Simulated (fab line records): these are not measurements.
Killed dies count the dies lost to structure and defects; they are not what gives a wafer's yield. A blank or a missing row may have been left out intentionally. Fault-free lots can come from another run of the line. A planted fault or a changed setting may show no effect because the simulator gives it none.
fab line records    flow nand-harc
record: lots: 7  wafers: 19  last-day: 29
route steps=1159 shown A_CHANNEL_HOLE_D1@482 A_CHANNEL_FILL_D1@490 END@1159
lots that met no fault: from a run of the same line without faults
start-h: start of the lot's first displayed wafer, in hours after the record's first day    wait-h: hours elapsed since this lot's preceding step    " repeats the value in the row above    L1.1+2: several wafers, shown together as one row    - either no value or no given start    * or withheld: withheld    < > ~ a bound
route shown NAME@n: names a module that has steps shown in the file, with the first one's number in the route    usual: average and standard deviation across the fault-free wafers    same: alike in all rows    chamber/n: place in a boat    sites: readings site by site    _std_site: the values' standard deviation    _edge_site: mean of outer sites minus mean of inner sites    radius-mm: for every site, how far away it sits from the centre of the wafer    mask NAME#n: copy n    behind: the last tool/chamber to shape the wafer    hold: reason for holding the lot/hours on hold/outcome of the hold    device: the n, p or np transistor that did not switch    end of line: the tests these same wafers got at the end of their route    where a step has no rows: the recipe by itself    killed: at the first sort, the dies lost to defects and structure; wafer yield is something else    map: dies across one wafer; x = killed, . = not, _ = none there
set.NAME: the setting the step ran with; set.NAME@STEP: the setting that earlier step ran with    model.NAME: the simulator's own value behind a step, which no gauge read
lots at some steps of the route; a table a step, a row a wafer
services: when a tool's chamber went out of use (start-h, in hours from the record's first day, below 0 if earlier), for how many hours, and the reason
== steps ==
step: NHARC_A_CHANNEL_HOLE_D1_STRIP_43
recipe: o2-flow-sccm: 400  cos-flow-sccm: 20  ar-flow-sccm: 0  bias-w: 0  chemistry: O2/COS
step: NHARC_A_CHANNEL_HOLE_D1_ETCH_44
recipe: target-depth-a: 1400  overetch-a: 140  time-s: 77  ion-energy-ev: 100  cf4-flow-sccm: 80  o2-flow-sccm: 20  ar-flow-sccm: 0  rf-w: 300  bias-w: 100  chemistry: CF4/O2
usual: cf4-flow-sccm: 79.98/0.23  chamber-pressure-mTorr: 30.002/0.03  drypump-motor-current-A: 5.7/0.55  oes-product-au: 0.996/0.012  rf-fwd-power-W: 297.6/1.2  rf-vpp-V: 197.6/1.6  showerhead-plenum-p-Torr: 1.33/0.07  throttle-valve-pct: 13.396/0.0087
lot.wafer  tool         chamber  start-h  wait-h  cf4-flow-sccm  chamber-pressure-mTorr  drypump-motor-current-A  oes-product-au  rf-fwd-power-W  rf-hours-counter-h  rf-vpp-V  showerhead-plenum-p-Torr  throttle-valve-pct
L464.3     rie-diel-10  1        251.27   0.1     80.11          29.996                  5.3                      0.999           297.7           6                   198.0     1.38                      13.407
L464.4     "            3        "        "       80.08          30.022                  4.8                      0.985           297.4           7                   196.2     1.25                      13.401
L464.6     "            1        "        "       80.17          30.006                  5.2                      0.992           298.1           -                   199.2     1.38                      13.401
L465.4     rie-diel-09  3        251.69   0.1     80.14          30.010                  5.0                      1.003           298.0           12                  196.9     1.31                      13.393
L465.3     "            0        "        "       79.92          29.985                  6.2                      1.006           299.3           12                  197.5     1.30                      13.408
L465.5     "            3        "        "       79.98          30.027                  5.1                      1.005           297.8           -                   196.7     1.31                      13.392
L472.4     rie-diel-10  1        265.44   0.1     79.89          29.934                  5.2                      0.985           296.8           8                   198.0     1.38                      13.388
L472.6     "            3        "        "       79.83          29.993                  4.8                      0.981           298.9           -                   196.5     1.25                      13.406
L473.3     rie-diel-13  2        265.81   0.1     80.41          29.987                  5.7                      0.987           299.9           9                   199.4     1.43                      13.405
L473.1     "            1        "        "       80.18          29.989                  5.0                      0.986           297.0           10                  195.8     1.26                      13.397
L473.6     "            3        "        "       79.73          29.997                  6.5                      1.007           297.3           -                   197.7     1.25                      13.392
L477.5     rie-diel-10  0        274.17   0.1     80.03          29.984                  5.9                      1.013           296.9           -                   196.6     1.34                      13.394
L477.6     "            1        "        "       79.74          30.014                  5.2                      0.995           298.3           -                   198.5     1.38                      13.400
L485.2     rie-diel-13  2        312.79   0.1     79.97          30.037                  5.7                      1.013           297.1           1                   200.2     1.43                      13.382
L485.3     "            3        "        "       79.85          30.030                  6.5                      0.995           297.0           1                   194.9     1.25                      13.398
L485.6     "            1        "        "       80.00          29.953                  5.0                      0.991           296.4           -                   195.3     1.26                      13.397
L486.4     rie-diel-13  0        316.96   0.1     79.79          30.016                  6.2                      0.997           299.5           2                   196.9     1.25                      13.410
L486.3     "            2        "        "       79.93          30.067                  5.7                      1.004           298.7           1                   198.5     1.43                      13.377
L486.5     "            3        "        "       80.05          30.003                  6.4                      0.994           299.6           -                   195.8     1.25                      13.390
step: NHARC_A_CHANNEL_HOLE_D1_STRIP_27
recipe: o2-flow-sccm: 500  ar-flow-sccm: 0  bias-w: 0  chemistry: O2
usual: chamber-pressure-mTorr: 60.00/0.055  drypump-motor-current-A: 5.7/0.54  oes-product-au: 0.996/0.012  rf-vpp-V: 57.8/0.96  showerhead-plenum-p-Torr: 3.51/0.18  throttle-valve-pct: 17.035/0.0095
lot.wafer  tool         chamber  start-h  wait-h  chamber-pressure-mTorr  drypump-motor-current-A  oes-product-au  rf-hours-counter-h  rf-vpp-V  showerhead-plenum-p-Torr  throttle-valve-pct
L464.3     rie-diel-10  0        -        -       60.04                   5.9                      1.028           6                   57.4      3.55                      17.035
L464.4     "            2        "        "       59.94                   5.7                      0.987           6                   58.9      3.73                      17.043
L464.6     "            1        "        "       60.06                   5.3                      0.998           -                   58.7      3.65                      17.031
L465.4     rie-diel-09  3        -        -       59.93                   5.0                      1.008           12                  57.0      3.46                      17.039
L465.3     "            0        "        "       60.09                   6.2                      0.996           12                  59.2      3.45                      17.018
L465.5     "            1        "        "       60.04                   6.3                      0.995           -                   57.0      3.72                      17.039
L472.4     rie-diel-10  3        -        -       60.05                   4.8                      0.991           8                   56.1      3.31                      17.019
L472.6     "            1        "        "       60.03                   5.3                      0.994           -                   57.7      3.65                      17.045
L473.1     rie-diel-13  0        -        -       60.02                   6.3                      0.990           9                   56.7      3.32                      17.047
L473.3     "            2        "        "       60.01                   5.7                      0.979           9                   60.3      3.76                      17.032
L473.6     "            0        "        "       60.09                   6.3                      0.991           -                   58.0      3.32                      17.029
L477.5     rie-diel-10  2        -        -       60.05                   5.7                      0.985           -                   57.5      3.73                      17.031
L477.6     "            3        "        "       59.91                   4.8                      0.988           -                   57.6      3.31                      17.055
L485.2     rie-diel-13  3        -        -       59.99                   6.5                      0.996           1                   57.4      3.31                      17.015
L485.3     "            2        "        "       60.04                   5.7                      1.010           1                   58.9      3.76                      17.035
L485.6     "            0        "        "       59.88                   6.3                      0.986           -                   58.3      3.32                      17.027
L486.3     rie-diel-13  3        -        -       60.04                   6.4                      1.004           1                   57.0      3.31                      17.044
L486.4     "            1        "        "       59.91                   5.0                      0.996           2                   58.1      3.34                      17.054
L486.5     "            3        "        "       59.90                   6.4                      1.005           -                   57.8      3.31                      17.027
step: NHARC_A_CHANNEL_HOLE_D1_PRECLEAN_28
recipe: time-s: *  temp-c: 50  bath-age-min: 0  chemistry: SC1
step: NHARC_A_CHANNEL_HOLE_D1_SRD_29
step: NHARC_A_CHANNEL_HOLE_D1_CD_MEAS_30
usual: cd-nm: 90.8/1.2
lot.wafer  tool       chamber  start-h  wait-h  cd-nm
L464.3     cd-sem-02  -        252.06   -       89.9
L464.4     "          -        "        "       90.8
L464.6     "          -        "        "       89.9
L465.3     cd-sem-02  -        252.49   -       89.3
L465.4     "          -        "        "       90.6
L465.5     "          -        "        "       90.8
L472.4     cd-sem-01  -        266.23   -       89.5
L472.6     "          -        "        "       92.1
L473.1     cd-sem-02  -        266.61   -       89.3
L473.3     "          -        "        "       91.4
L473.6     "          -        "        "       87.7
L477.5     cd-sem-03  -        274.95   -       90.3
L477.6     "          -        "        "       90.1
L485.2     cd-sem-02  -        313.58   -       89.5
L485.3     "          -        "        "       90.2
L485.6     "          -        "        "       90.2
L486.3     cd-sem-03  -        317.75   -       90.8
L486.4     "          -        "        "       92.2
L486.5     "          -        "        "       91.4
step: NHARC_A_CHANNEL_HOLE_D1_XSEM_31
recipe: landing-energy-ev: 35000
step: NHARC_A_CHANNEL_HOLE_D1_INSPECT_40
usual: raw-defect-count: 57/15
lot.wafer  tool               chamber  start-h  wait-h  raw-defect-count
L464.3     defect-inspect-01  -        252.24   -       61
L464.4     "                  -        "        "       39
L464.6     "                  -        "        "       60
L465.3     defect-inspect-02  -        252.67   -       39
L465.4     "                  -        "        "       51
L465.5     "                  -        "        "       56
L472.4     defect-inspect-02  -        266.40   -       52
L472.6     "                  -        "        "       51
L473.1     defect-inspect-02  -        266.80   -       52
L473.3     "                  -        "        "       43
L473.6     "                  -        "        "       47
L477.5     defect-inspect-01  -        275.13   -       61
L477.6     "                  -        "        "       49
L485.2     defect-inspect-01  -        313.76   -       53
L485.3     "                  -        "        "       35
L485.6     "                  -        "        "       43
L486.3     defect-inspect-02  -        317.94   -       50
L486.4     "                  -        "        "       42
L486.5     "                  -        "        "       26
step: NHARC_A_CHANNEL_FILL_D1_PRECLEAN_00
recipe: time-s: *  temp-c: 50  bath-age-min: 0  chemistry: SC1
step: NHARC_A_CHANNEL_FILL_D1_SRD_01
step: NHARC_A_CHANNEL_FILL_D1_ALD_02
recipe: target-thk-a: 60  pulse-time-s: 10  ald-cycles: 60  temp-c: 300  material: SiO2
usual: ald-cycles: 60/0  heater-power-outer-w: 246/25  heater-power-w: 448/37  precursor-pulse-height-rel: 1.001/0.019
lot.wafer  tool       chamber  start-h  wait-h  ald-cycles  heater-power-outer-w  heater-power-w  precursor-pulse-height-rel
L464.4     ald-hk-01  0        254.48   -       60          224                   455             0.976
L464.3     "          2        "        "       60          251                   478             0.985
L464.6     "          0        "        "       60          221                   463             1.019
L465.4     ald-hk-01  0        255.06   -       60          224                   451             1.016
L465.3     "          1        "        "       60          234                   447             1.011
L465.5     "          2        "        "       60          239                   466             1.019
L472.4     ald-hk-04  1        266.75   -       60          275                   494             1.013
L472.6     "          3        "        "       60          265                   467             1.008
L473.1     ald-hk-04  0        267.11   -       60          197                   370             0.998
L473.3     "          1        "        "       60          267                   483             1.011
L473.6     "          3        "        "       60          271                   487             0.993
L477.5     ald-hk-02  3        276.84   -       60          266                   459             1.007
L477.6     "          0        "        "       60          283                   492             0.960
L485.3     ald-hk-04  2        314.03   -       60          267                   446             1.012
L485.2     "          3        "        "       60          271                   476             0.980
L485.6     "          2        "        "       60          264                   448             0.995
L486.4     ald-hk-02  3        319.66   -       60          264                   466             1.010
L486.3     "          2        "        "       60          225                   382             0.986
L486.5     "          0        "        "       60          296                   502             0.999
step: NHARC_A_CHANNEL_FILL_D1_ALD_03
recipe: target-thk-a: 60  pulse-time-s: 60  ald-cycles: 58  temp-c: 630  pressure-torr: 2  material: SiNx
usual: ald-cycles: 58/0  precursor-pulse-height-rel: 0.998/0.021
lot.wafer  tool              chamber  start-h  wait-h  ald-cycles  precursor-pulse-height-rel
L464.3     ald-sin-batch-03  0        -        -       58          0.985
L464.4     "                 0        "        "       58          1.004
L464.6     "                 0        "        "       58          0.991
L465.3     ald-sin-batch-03  0        -        -       58          0.995
L465.4     "                 0        "        "       58          0.979
L465.5     "                 0        "        "       58          0.993
L472.4     ald-sin-batch-02  0        -        -       58          1.016
L472.6     "                 0        "        "       58          1.031
L473.1     ald-sin-batch-02  0        -        -       58          0.977
L473.3     "                 0        "        "       58          0.967
L473.6     "                 0        "        "       58          0.998
L477.5     ald-sin-batch-01  0        -        -       58          1.028
L477.6     "                 0        "        "       58          0.991
L485.2     ald-sin-batch-01  0        -        -       58          1.012
L485.3     "                 0        "        "       58          0.989
L485.6     "                 0        "        "       58          0.990
L486.3     ald-sin-batch-02  0        -        -       58          0.998
L486.4     "                 0        "        "       58          0.991
L486.5     "                 0        "        "       58          0.982
step: NHARC_A_CHANNEL_FILL_D1_ALD_14
recipe: target-thk-a: 25  pulse-time-s: 10  ald-cycles: 25  temp-c: 300  material: SiO2
usual: ald-cycles: 25/0  heater-power-outer-w: 244/24  heater-power-w: 446/35  precursor-pulse-height-rel: 0.999/0.021
lot.wafer  tool       chamber  start-h  wait-h  ald-cycles  heater-power-outer-w  heater-power-w  precursor-pulse-height-rel
L465.3     ald-hk-04  0        261.49   0.0     25          196                   378             0.984
L465.4     "          2        "        "       25          266                   454             0.982
L465.5     "          0        "        "       25          201                   369             0.997
L464.3     ald-hk-01  3        261.57   0.1     25          248                   424             1.001
L464.4     "          0        "        "       25          228                   460             1.037
L464.6     "          2        "        "       25          255                   474             0.997
L472.4     ald-hk-01  1        273.76   0.1     21          225                   453             0.967
L472.6     "          3        "        "       21          240                   431             0.989
L473.1     ald-hk-01  3        273.91   0.3     25          246                   416             1.020
L473.3     "          2        "        "       25          250                   458             1.022
L473.6     "          0        "        "       21          221                   455             1.037
L477.5     ald-hk-01  3        283.87   0.3     25          248                   427             1.016
L477.6     "          0        "        "       21          222                   441             1.010
L485.3     ald-hk-04  1        323.36   2.4     25          266                   486             1.001
L485.2     "          2        "        "       25          265                   451             0.977
L485.6     "          1        "        "       25          269                   492             1.003
L486.3     ald-hk-02  1        326.66   0.0     25          234                   426             0.989
L486.4     "          2        "        "       25          218                   381             1.013
L486.5     "          2        "        "       25          225                   381             1.003
step: NHARC_A_CHANNEL_FILL_D1_ALD_15
recipe: target-thk-a: 20  pulse-time-s: 60  ald-cycles: 19  temp-c: 630  pressure-torr: 2  material: SiNx
usual: ald-cycles: 19/0  precursor-pulse-height-rel: 1.000/0.019
lot.wafer  tool              chamber  start-h  wait-h  ald-cycles  precursor-pulse-height-rel
L464.3     ald-sin-batch-02  0        -        -       19          0.993
L464.4     "                 0        "        "       19          0.969
L464.6     "                 0        "        "       19          1.014
L465.3     ald-sin-batch-02  0        -        -       19          1.029
L465.4     "                 0        "        "       19          1.008
L465.5     "                 0        "        "       19          1.006
L472.4     ald-sin-batch-02  0        -        -       19          0.989
L472.6     "                 0        "        "       19          1.010
L473.1     ald-sin-batch-02  0        -        -       19          1.004
L473.3     "                 0        "        "       19          1.011
L473.6     "                 0        "        "       19          1.017
L477.5     ald-sin-batch-02  0        -        -       19          0.986
L477.6     "                 0        "        "       19          0.995
L485.2     ald-sin-batch-01  0        -        -       19          0.991
L485.3     "                 0        "        "       19          1.003
L485.6     "                 0        "        "       19          1.002
L486.3     ald-sin-batch-01  0        -        -       19          1.002
L486.4     "                 0        "        "       19          1.014
L486.5     "                 0        "        "       19          0.998
step: NHARC_END_SORT_01
recipe: temp-c: 25
usual: killed-at-array: 29/11  killed-at-other: 0.5/0.85  killed-at-periphery: 3.0/2.3  killed-dies: 33/12  killed-open: 3.3/1.9  killed-short: 2.0/1.5
same: gross-dies: 677
lot.wafer  tool       chamber  start-h  wait-h  killed-at-array  killed-at-other  killed-at-periphery  killed-dies  killed-open  killed-short
L465.3     prober-02  0        585.68   3.1     13               0                1                    14           1            4
L465.4     prober-02  0        586.47   3.4     11               0                3                    14           1            3
L465.5     prober-02  0        587.26   3.7     9                0                1                    10           1            1
L473.1     prober-02  0        607.55   2.5     30               1                2                    33           1            4
L473.3     prober-02  0        609.14   3.1     28               2                5                    35           3            0
L473.6     prober-02  0        611.52   4.0     28               1                3                    32           3            1
L472.4     prober-01  0        613.27   3.3     34               2                3                    39           3            3
L472.6     prober-01  0        614.83   3.9     29               1                6                    36           7            3
L485.2     prober-02  0        686.26   2.8     33               0                5                    38           4            1
L485.3     prober-02  0        687.06   3.1     33               0                1                    34           1            0
L485.6     prober-02  0        689.44   4.0     30               0                3                    33           1            1
killed by level:class
L465.3 A_CONTACT:chamber-film-flake=6 A_CHANNEL_HOLE_D1:chamber-film-flake=2 A_CHANNEL_HOLE_D1:geometric-particle:open=1 A_CHANNEL_FILL_D1:geometric-particle:short=1 A_SLIT:geometric-particle:short=1 A_WL_FILL:geometric-particle:short=1 A_CONTACT:geometric-particle:short=1 P_GATE:chamber-film-flake=1
L465.4 A_CONTACT:chamber-film-flake=5 A_CHANNEL_HOLE_D1:chamber-film-flake=3 P_STI:geometric-particle:short=1 P_GATE:geometric-particle:short=1 A_CHANNEL_FILL_D1:geometric-particle:short=1 A_WL_FILL:geometric-particle:open=1 P_STI:chamber-film-flake=1 A_STAIRCASE:chamber-film-flake=1
L465.5 A_CONTACT:chamber-film-flake=4 A_CHANNEL_HOLE_D1:chamber-film-flake=3 P_CONTACT:geometric-particle:open=1 A_M0:geometric-particle:short=1 A_STAIRCASE:chamber-film-flake=1
L473.1 A_SLIT:chamber-film-flake=18 A_CHANNEL_HOLE_D1:chamber-film-flake=4 A_CONTACT:chamber-film-flake=3 A_STAIRCASE:chamber-film-flake=2 P_GATE:geometric-particle:short=1 A_M0:geometric-particle:short=1 A_M0:geometric-particle:open=1 A_M1:geometric-particle:short=1
L473.3 A_SLIT:chamber-film-flake=14 A_CHANNEL_HOLE_D1:chamber-film-flake=5 A_CONTACT:chamber-film-flake=4 A_STAIRCASE:chamber-film-flake=3 A_CONTACT:geometric-particle:open=2 P_STI:chamber-film-flake=2 P_GATE:chamber-film-flake=2 THIN_TSV:chamber-film-flake=2
L473.6 A_SLIT:chamber-film-flake=19 A_STAIRCASE:chamber-film-flake=3 A_CHANNEL_HOLE_D1:chamber-film-flake=2 A_CONTACT:chamber-film-flake=2 P_GATE:geometric-particle:open=1 P_M0:geometric-particle:open=1 A_ONON_D1:geometric-particle:short=1 A_M0:geometric-particle:open=1
L472.4 A_CHANNEL_HOLE_D1:chamber-film-flake=23 A_WL_FILL:geometric-particle:short=2 A_CHANNEL_FILL_D1:chamber-film-flake=2 A_STAIRCASE:chamber-film-flake=2 A_WL_FILL:chamber-film-flake=2 P_M0:geometric-particle:open=1 A_WL_FILL:geometric-particle:open=1 A_BLC:geometric-particle:open=1
L472.6 A_CHANNEL_HOLE_D1:chamber-film-flake=17 A_CONTACT:geometric-particle:open=3 P_CONTACT:geometric-particle:open=2 A_CHANNEL_FILL_D1:chamber-film-flake=2 A_STAIRCASE:chamber-film-flake=2 A_CONTACT:chamber-film-flake=2 P_CONTACT:geometric-particle:short=1 P_M2:geometric-particle:short=1
L485.2 A_SLIT:chamber-film-flake=13 A_CHANNEL_HOLE_D1:chamber-film-flake=9 A_CONTACT:chamber-film-flake=4 A_WL_FILL:chamber-film-flake=2 P_CONTACT:geometric-particle:open=1 P_M1:geometric-particle:open=1 A_ONON_D1:geometric-particle:short=1 A_CONTACT:geometric-particle:open=1
L485.3 A_SLIT:chamber-film-flake=19 A_CHANNEL_HOLE_D1:chamber-film-flake=7 A_STAIRCASE:chamber-film-flake=2 A_CONTACT:unspecified=2 A_WL_FILL:geometric-particle:open=1 P_STI:chamber-film-flake=1 A_CHANNEL_FILL_D1:chamber-film-flake=1 A_CONTACT:chamber-film-flake=1
L485.6 A_SLIT:chamber-film-flake=20 P_STI:chamber-film-flake=3 A_STAIRCASE:chamber-film-flake=3 A_CHANNEL_HOLE_D1:chamber-film-flake=2 A_CONTACT:chamber-film-flake=2 A_SOURCE_PLATE:geometric-particle:short=1 A_CONTACT:geometric-particle:open=1 A_CHANNEL_FILL_D1:chamber-film-flake=1
== services ==
tool              chamber  start-h  hours  kind
rie-diel-13       0        230.50   -      clean
rie-diel-13       1        230.50   -      clean
rie-diel-13       2        230.50   -      clean
rie-diel-13       3        230.50   -      clean
ald-hk-01         -        231.12   10.0   pm
ald-hk-02         -        252.96   2.7    repair
rie-diel-09       -        254.10   9.0    pm
rie-diel-13       0        255.02   -      clean
rie-diel-13       1        255.02   -      clean
rie-diel-13       2        255.02   -      clean
rie-diel-13       3        255.02   -      clean
rie-diel-13       -        276.00   9.0    pm
rie-diel-13       0        276.00   9.0    vent-cycle
rie-diel-13       1        276.00   9.0    vent-cycle
rie-diel-13       2        276.00   9.0    vent-cycle
rie-diel-13       3        276.00   9.0    vent-cycle
ald-hk-02         -        280.37   10.0   pm
rie-diel-13       0        285.00   -      clean
rie-diel-13       1        285.00   -      clean
rie-diel-13       2        285.00   -      clean
rie-diel-10       1        299.75   3.2    repair
rie-diel-09       0        303.35   4.6    repair
ald-sin-batch-03  -        314.00   26.0   pm
ald-hk-04         -        325.13   0.6    repair
== key ==
first-sign: step: NHARC_A_CHANNEL_FILL_D1_ALD_14  reading: ald-cycles  direction: down  sigmas: 99+  usual: 25  struck: 21
effect none on later readings
met-at NHARC_A_CHANNEL_FILL_D1_ALD_14
struck-wafers L472.4,L472.6,L473.6,L477.6
tester-left-out L472,L473,L477
onset-between 261.57 273.76
fault: kind: process-parameter-drift  tool: ald-hk-01  chamber: -  onset-h: 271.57  steps: NHARC_A_CHANNEL_FILL_D1_ALD_14  channel: ald-cycles  offset: -4  shape: step  end-h: 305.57  scope: struck-wafers-only  acts-in: these-recipes-only  stated: 25
tester-left-out: of these lots the tester's yield and bins aren't shown, on N5 and GAA mostly nor the transistor test; their killed dies are dies lost to structure and defects alone, not to doping, threshold or leakage, so they don't give the yield
